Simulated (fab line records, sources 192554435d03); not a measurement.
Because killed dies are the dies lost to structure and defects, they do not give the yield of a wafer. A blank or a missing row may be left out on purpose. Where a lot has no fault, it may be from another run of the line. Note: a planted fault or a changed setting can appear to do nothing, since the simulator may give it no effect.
Matching of chambers	flow n5_finfet	rie_diel-01 running N5_BEOL_M5_ETCH_62: 4 sister chambers
The step etches SOC in N2/H2, target depth 75 nm, overetch 15 nm, time 112.5 s. 4 wafers are shown with their chamber, then 7 later ones without.

WAFERS WITH THEIR CHAMBER
wafer	chamber	throttle_valve_pct (%)
L078.1	2	17.40
L091.5	3	17.52
L090.2	1	17.76
L090.5	0	17.91

WAFERS WITHOUT THEIR CHAMBER
wafer	throttle_valve_pct (%)
L090.6	17.76
L096.2	17.91
L096.4	17.55
L096.5	17.54
L097.1	17.75
L097.2	17.54
L097.5	17.93

CHAMBER TAKEN BY EACH
wafer	from the rows above	in truth
L090.6	1	1
L096.2	0	0
L096.4	3	3
L096.5	3	3
L097.1	1	1
L097.2	3	3
L097.5	0	0
Correctly placed: 7 of 7. Not placeable from these rows: 0. Placed wrongly: 0.
How it was worked out, from the rows above alone: a wafer's distance from a chamber is the root of the sum, over the readings, of the square of ((its reading less the chamber's mean) divided by the reading's scatter). The wafer belongs to the nearest chamber; if the next one is less than 2 further off, it can't be placed. For every chamber, the mean is computed from those of its wafers that are shown. The scatter: root of mean squared gap, hidden wafer to nearest shown wafer, with one shown wafer a chamber.
